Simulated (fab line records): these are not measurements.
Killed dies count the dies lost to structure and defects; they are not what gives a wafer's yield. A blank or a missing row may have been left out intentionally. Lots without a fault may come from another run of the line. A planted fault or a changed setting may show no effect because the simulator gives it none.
fab line records	flow n5_finfet
record lots=7	wafers=21
route steps=1938 shown BEOL_M14@1762 MIM_TOP_LITHO@1845 PASSIVATION@1901
start_h: the number of hours between the record's first day and the start of the first shown wafer of the lot	wait_h: hours from the lot's prior step to this one	" as in the row above	L1.1+2: a row that stands for several wafers	- no value, or no start was given	* or withheld: withheld	< > ~ a bound
route shown NAME@n: NAME is a module with steps in the file, n the number in the route of the first one	usual: mean and standard deviation over wafers with no fault	same: alike in all rows	chamber/n: place in a boat	sites: per-site readings	_std_site: the values' standard deviation	_edge_site: inner sites' mean taken away from outer sites' mean	radius_mm: how far each site lies from the wafer's centre	mask NAME#n: copy n	behind: the last tool/chamber to shape the wafer	hold: the reason the lot was held/the length of the hold in hours/how it ended	device: the n, p or np transistor that did not switch	end of line: the tests these same wafers got at the end of their route	step lacking rows: just its recipe	killed: not the wafer's yield, but the dies lost to structure and defects at the first sort	map: the dies of a wafer, with x for killed, . for not killed, _ for no die there
set.NAME: the setting as run; set.NAME@STEP: as run at that earlier step	model.NAME: the simulator's own value behind a step, which no gauge read
one table per step and one row per wafer, for lots whose settings were changed on purpose
## steps
# step N5_BEOL_M14_SPUTTER_43
# recipe material=TaN	target_thk_a=150	temp_c=50	bias_v=168.6	power_w=15000	chamber_pressure_pa=0.12	time_s=24.19
lot.wafer	tool	chamber	start_h	wait_h	set.time_s	model.TaN_of_BEOL_M14_SPUTTER_43.thk_nm
L076.1	pvd_sputter-01	-	244.57	0.0	24.19	15
L076.3	"	-	"	"	21.39	13.2
L076.6	"	-	"	"	24.19	14.8
L078.2+3+6	pvd_sputter-03	-	258.44	0.0	24.19	14.8
L080.1+5	pvd_sputter-02	-	269.29	0.0	24.19	14.8
L080.6	"	-	"	"	26.48	16.2
L085.1+4	pvd_sputter-02	-	306.46	0.0	21.45	13.4
L085.2	"	-	"	"	24.19	15
L086.1+4	pvd_sputter-02	-	306.78	0.0	24.19	15
L086.6	"	-	"	"	24.19	14.8
L093.2	pvd_sputter-02	-	349.33	0.0	24.19	15
L093.5	"	-	"	"	21.45	13.8
L093.6	"	-	"	"	21.45	13.4
L094.1+4	pvd_sputter-02	-	367.70	0.0	24.19	15.4
L094.6	"	-	"	"	24.19	15.2
# step N5_BEOL_M14_SPUTTER_44
# recipe material=Ta	target_thk_a=150	temp_c=50	bias_v=80	power_w=15000	chamber_pressure_pa=0.07	time_s=24.19
# step N5_BEOL_M14_SPUTTER_45
# recipe material=Cu	target_thk_a=1000	temp_c=-20	bias_v=60	power_w=26000	chamber_pressure_pa=0.13	time_s=16.67
# step N5_BEOL_M14_ECD_47
# recipe material=Cu	target_thk_a=12480
# step N5_BEOL_M14_ANNEAL_48
# recipe temp_c=225	time_s=90	ambient=N2
# step N5_BEOL_M14_CMP_49
# recipe stop_on=SiO2	t_overpolish_s=5.2	down_force_psi=2	platen_rpm=80	clearing_platen_down_force_psi=2	clearing_platen_rpm=80	post_cmp_clean=cu_alkaline	target_thk_nm=560	clearing_platen_pad_velocity_m_s=1.5917	pad_velocity_m_s=1.5917
# usual barrier_field_endpoint_s=11.26/0.24
lot.wafer	tool	chamber	start_h	wait_h	set.time_s@BEOL_M14_TRENCH_ETCH_34	set.time_s@BEOL_M14_SPUTTER_43	barrier_field_endpoint_s	model.Cu_of_BEOL_M14_ECD_47.thk_nm
L076.3	cmp-02	3	245.54	0.2	126.9	21.39	10.54	573.2
L076.1	"	0	"	"	117.6	24.19	11.33	528.4
L076.6	"	0	"	"	126.9	24.19	11.32	571.2
L078.2	cmp-03	0	259.28	0.3	126.9	24.19	11.37	557.2
L078.3	"	1	"	"	126.9	24.19	11.29	562.6
L078.6	"	2	"	"	126.9	24.19	11.43	558
L080.1	cmp-02	2	270.13	0.3	126.9	24.19	11.31	565.2
L080.6	"	0	"	"	126.9	26.48	11.84	567
L080.5	"	1	"	"	148	24.19	11.15	663.8
L085.4	cmp-04	3	307.28	0.1	148.9	21.45	10.69	668.4
L085.2	"	0	"	"	148.9	24.19	11.57	666.6
L085.1	"	1	"	"	126.9	21.45	10.47	557.6
L086.1	cmp-04	0	307.80	0.3	141.8	24.19	11.51	619
L086.4	"	2	"	"	141.8	24.19	11.48	619
L086.6	"	1	"	"	126.9	24.19	11.14	550.8
L093.2	cmp-04	0	350.13	0.2	126.9	24.19	11.32	552.6
L093.5	"	3	"	"	109.4	21.45	10.68	486
L093.6	"	0	"	"	109.4	21.45	10.64	474.4
L094.4	cmp-03	1	368.64	0.2	126.9	24.19	11.45	564.4
L094.1	"	2	"	"	126.9	24.19	11.58	563
L094.6	"	3	"	"	126.9	24.19	11.52	554.8
# step N5_BEOL_M14_THK_MEAS_50
# recipe thk_meas_gauge=xrf	reads=Cu_of_BEOL_M14_ECD_47
# usual M14_THK=550/8.3
lot.wafer	tool	chamber	start_h	wait_h	set.time_s@BEOL_M14_TRENCH_ETCH_34	M14_THK[nm]
L076.1	film_metro-01	-	245.84	-	117.6	519
L076.3	"	-	"	"	126.9	563
L076.6	"	-	"	"	126.9	562
L078.2	film_metro-02	-	259.50	-	126.9	548
L078.3	"	-	"	"	126.9	550
L078.6	"	-	"	"	126.9	547
L080.1	film_metro-02	-	270.35	-	126.9	551
L080.5	"	-	"	"	148	650
L080.6	"	-	"	"	126.9	553
L085.1	film_metro-02	-	307.57	-	126.9	542
L085.2	"	-	"	"	148.9	647
L085.4	"	-	"	"	148.9	648
L086.1	film_metro-01	-	308.09	-	141.8	615
L086.4	"	-	"	"	141.8	614
L086.6	"	-	"	"	126.9	548
L093.2	film_metro-01	-	350.39	-	126.9	540
L093.5	"	-	"	"	109.4	475
L093.6	"	-	"	"	109.4	463
L094.1	film_metro-02	-	368.86	-	126.9	553
L094.4	"	-	"	"	126.9	550
L094.6	"	-	"	"	126.9	543
# step N5_BEOL_M14_PRE_CLEAN_52
# recipe gas=NH3	time_s=15	temp_c=withheld	rf_power_w=300
# step N5_BEOL_M14_DEP_53
# recipe material=SiCN	target_thk_a=500	temp_c=withheld	precursor=3MS/NH3	pressure_torr=3	rf_w=675	time_s=17.8
# step N5_BEOL_M14_RS_MEAS_54
# recipe thk_meas_gauge=four-point-probe	reads=Cu_of_BEOL_M14_ECD_47+Ta_of_BEOL_M14_SPUTTER_44+TaN_of_BEOL_M14_SPUTTER_43
# usual M14_RS=0.0331/0.00048
lot.wafer	tool	chamber	start_h	wait_h	set.time_s@BEOL_M14_TRENCH_ETCH_34	M14_RS[ohm/sq]
L076.1	film_metro-02	-	245.99	0.0	117.6	0.0352
L076.3	"	-	"	"	126.9	0.0324
L076.6	"	-	"	"	126.9	0.0324
L078.2	film_metro-02	-	259.63	0.1	126.9	0.0333
L078.3	"	-	"	"	126.9	0.0331
L078.6	"	-	"	"	126.9	0.0333
L080.1	film_metro-01	-	270.48	0.0	126.9	0.0329
L080.5	"	-	"	"	148	0.0279
L080.6	"	-	"	"	126.9	0.0328
L085.1	film_metro-02	-	307.72	0.0	126.9	0.0333
L085.2	"	-	"	"	148.9	0.0278
L085.4	"	-	"	"	148.9	0.0277
L086.1	film_metro-01	-	308.22	0.0	141.8	0.0299
L086.4	"	-	"	"	141.8	0.0300
L086.6	"	-	"	"	126.9	0.0337
L093.2	film_metro-01	-	350.55	0.1	126.9	0.0338
L093.5	"	-	"	"	109.4	0.0384
L093.6	"	-	"	"	109.4	0.0394
L094.1	film_metro-01	-	368.99	0.0	126.9	0.0330
L094.4	"	-	"	"	126.9	0.0329
L094.6	"	-	"	"	126.9	0.0335
# step N5_MIM_TOP_LITHO_DEVELOP_07
# recipe develop_time_s=60	rinse_liquid=diw	dry=air_spin	dev_temp_c=21
lot.wafer	tool	chamber	start_h	wait_h	set.develop_time_s
L076.1+6	litho_track-03	0	-	-	56.1
L076.3	"	0	"	"	60
L078.2+3+6	litho_track-05	0	-	-	60
L080.1+6	litho_track-04	0	-	-	50.27
L080.5	"	0	"	"	60
L085.1+2	litho_track-04	0	-	-	50.04
L085.4	"	0	"	"	60
L086.1+4	litho_track-04	0	-	-	60
L086.6	"	0	"	"	63.66
L093.2+5	litho_track-03	0	-	-	67.21
L093.6	"	0	"	"	60
L094.1+4+6	litho_track-03	0	-	-	60
# step N5_MIM_TOP_LITHO_HARDBAKE_09
# recipe temp_c=130	time_s=120
# step N5_MIM_TOP_LITHO_CD_MEAS_08
# recipe target_cd_nm=2000	landing_energy_ev=500	detector=se_inlens
# usual cd_nm=2000.5/1.3
lot.wafer	tool	chamber	start_h	wait_h	set.develop_time_s@MIM_TOP_LITHO_DEVELOP_07	cd_nm
L076.1	cd_sem-02	0	258.73	-	56.1	2001.8
L076.3	"	0	"	"	60	2000.7
L076.6	"	0	"	"	56.1	2001.3
L078.2	cd_sem-03	0	270.93	-	60	1999.4
L078.3	"	0	"	"	60	1998.5
L078.6	"	0	"	"	60	1997.7
L080.1	cd_sem-02	0	279.61	-	50.27	2004.2
L080.5	"	0	"	"	60	2000.3
L080.6	"	0	"	"	50.27	2005.0
L085.1	cd_sem-03	0	319.92	-	50.04	2004.0
L085.2	"	0	"	"	50.04	2002.9
L085.4	"	0	"	"	60	1999.1
L086.1	cd_sem-02	0	320.12	-	60	1999.5
L086.4	"	0	"	"	60	2000.1
L086.6	"	0	"	"	63.66	2000.0
L093.2	cd_sem-03	0	361.36	-	67.21	1997.9
L093.5	"	0	"	"	67.21	2000.0
L093.6	"	0	"	"	60	2003.2
L094.1	cd_sem-02	0	378.58	-	60	2000.1
L094.4	"	0	"	"	60	2001.1
L094.6	"	0	"	"	60	1998.9
# step N5_PASSIVATION_EXPOSE_27
# recipe mask_id=PAD	na=0.55	source_shape=conventional	sigma_outer=0.8	polarization=unpolarized	defocus_nm=0	dose_mj=32.3
lot.wafer	tool	chamber	start_h	wait_h	mask	set.dose_mj
L076.1+3	krf_scanner-01	0	264.46	-	PAD#0	30.88
L076.6	"	0	"	"	PAD#0	32.3
L078.2+3+6	krf_scanner-02	0	275.90	-	PAD#0	32.3
L080.1+5+6	krf_scanner-01	0	283.89	-	PAD#0	30.45
L085.1	krf_scanner-02	0	326.00	-	PAD#0	32.3
L085.2+4	"	0	"	"	PAD#0	33.07
L086.1	krf_scanner-01	0	328.07	-	PAD#0	30.8
L086.4+6	"	0	"	"	PAD#0	32.3
L093.2+5	krf_scanner-01	0	364.74	-	PAD#0	34.16
L093.6	"	0	"	"	PAD#0	32.3
L094.1+6	krf_scanner-02	0	382.69	-	PAD#0	32.3
L094.4	"	0	"	"	PAD#0	34.5
# step N5_PASSIVATION_PEB_28
# recipe peb_temp_c=withheld	peb_time_s=*
# step N5_PASSIVATION_DEVELOP_29
# recipe develop_time_s=60	rinse_liquid=diw	dry=air_spin	dev_temp_c=21
# step N5_PASSIVATION_HARDBAKE_31
# recipe temp_c=130	time_s=120
# step N5_PASSIVATION_CD_MEAS_30
# recipe target_cd_nm=4000	landing_energy_ev=500	detector=se_inlens	polarity=opening
# usual cd_nm=4000.2/1.6
lot.wafer	tool	chamber	start_h	wait_h	set.dose_mj@PASSIVATION_EXPOSE_27	cd_nm
L076.1	cd_sem-02	0	264.64	-	30.88	3991.2
L076.3	"	0	"	"	30.88	3992.1
L076.6	"	0	"	"	32.3	3997.3
L078.2	cd_sem-03	0	276.07	-	32.3	4003.6
L078.3	"	0	"	"	32.3	4004.7
L078.6	"	0	"	"	32.3	4004.4
L080.1	cd_sem-03	0	284.07	-	30.45	3988.8
L080.5	"	0	"	"	30.45	3987.5
L080.6	"	0	"	"	30.45	3987.2
L085.1	cd_sem-02	0	326.18	-	32.3	3999.6
L085.2	"	0	"	"	33.07	4003.7
L085.4	"	0	"	"	33.07	4005.3
L086.1	cd_sem-03	0	328.24	-	30.8	3993.0
L086.4	"	0	"	"	32.3	3998.6
L086.6	"	0	"	"	32.3	3999.1
L093.2	cd_sem-03	0	364.91	-	34.16	4008.0
L093.5	"	0	"	"	34.16	4009.1
L093.6	"	0	"	"	32.3	4000.9
L094.1	cd_sem-02	0	382.86	-	32.3	4000.0
L094.4	"	0	"	"	34.5	4013.6
L094.6	"	0	"	"	32.3	3999.9
## key
split step=N5_BEOL_M14_SPUTTER_43	setting=time_s	stated=24.19	by=wafer
response step=N5_BEOL_M14_SPUTTER_43	reading=model.TaN_of_BEOL_M14_SPUTTER_43.thk_nm	change=+0.139	per=1%	r=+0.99
response step=N5_BEOL_M14_CMP_49	reading=barrier_field_endpoint_s	change=+0.0698	per=1%	r=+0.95
split step=N5_MIM_TOP_LITHO_DEVELOP_07	setting=develop_time_s	stated=60	by=wafer
response step=N5_MIM_TOP_LITHO_CD_MEAS_08	reading=cd_nm	change=-0.259	per=1%	r=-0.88
split step=N5_PASSIVATION_EXPOSE_27	setting=dose_mj	stated=32.3	by=wafer
response step=N5_PASSIVATION_CD_MEAS_30	reading=cd_nm	change=+1.6	per=1%	r=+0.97
split outside_this_file step=N5_BEOL_M14_TRENCH_ETCH_34 setting=time_s
# split outside_this_file: this setting was split too, and the file shows its column; the key of that split is in another file
